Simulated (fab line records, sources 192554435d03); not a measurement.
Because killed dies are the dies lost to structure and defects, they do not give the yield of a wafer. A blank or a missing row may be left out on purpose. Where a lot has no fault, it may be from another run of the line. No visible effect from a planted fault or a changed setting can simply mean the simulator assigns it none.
Matching of chambers + flow n5_finfet + N5_BEOL_M0_SAQP_ETCH_83 on rie_diel-05 has 4 sister chambers
The step etches SiARC in CF4, target depth 39 nm, time 65 s. 8 wafers are shown with their chamber, then 11 later ones without.

WAFERS WITH THEIR CHAMBER
| wafer  | chamber | showerhead_plenum_p_Torr (Torr) | drypump_motor_current_A (A) |
|--------|---------|---------------------------------|-----------------------------|
| L079.1 | 1       | 2.20                            | 5.0                         |
| L080.5 | 1       | 2.20                            | 5.0                         |
| L081.1 | 0       | 2.12                            | 6.4                         |
| L081.6 | 2       | 2.04                            | 6.3                         |
| L082.2 | 3       | 2.06                            | 5.5                         |
| L082.5 | 3       | 2.06                            | 5.5                         |
| L082.6 | 0       | 2.12                            | 6.5                         |
| L087.3 | 2       | 2.03                            | 6.4                         |

WAFERS WITHOUT THEIR CHAMBER
| wafer  | showerhead_plenum_p_Torr (Torr) | drypump_motor_current_A (A) |
|--------|---------------------------------|-----------------------------|
| L087.5 | 2.03                            | 6.4                         |
| L087.6 | 2.05                            | 5.5                         |
| L089.1 | 2.05                            | 5.5                         |
| L089.3 | 2.12                            | 6.4                         |
| L089.6 | 2.12                            | 6.4                         |
| L093.1 | 2.03                            | 6.4                         |
| L093.2 | 2.05                            | 5.5                         |
| L093.4 | 2.19                            | 5.0                         |
| L096.2 | 2.19                            | 5.0                         |
| L096.4 | 2.05                            | 5.5                         |
| L096.6 | 2.19                            | 5.0                         |

EACH ONE'S CHAMBER
| wafer  | from the rows above | in truth |
|--------|---------------------|----------|
| L087.5 | 2                   | 2        |
| L087.6 | 3                   | 3        |
| L089.1 | 3                   | 3        |
| L089.3 | 0                   | 0        |
| L089.6 | 0                   | 0        |
| L093.1 | 2                   | 2        |
| L093.2 | 3                   | 3        |
| L093.4 | 1                   | 1        |
| L096.2 | 1                   | 1        |
| L096.4 | 3                   | 3        |
| L096.6 | 1                   | 1        |
11 of 11 placed correctly. From these rows, 0 cannot be placed. Placed wrongly: 0.
How it was worked out, from the rows above alone: a wafer's distance from a chamber is the root of the sum, over the readings, of the square of ((its reading less the chamber's mean) divided by the reading's scatter). If the next closest chamber is less than 2 further off than the closest, the wafer can't be placed; otherwise it belongs to the closest. Each chamber's mean is taken over the wafers shown for it. The scatter: the root of (the sum of the squares of (reading less its chamber's mean) over the shown wafers, divided by (wafers less chambers)).
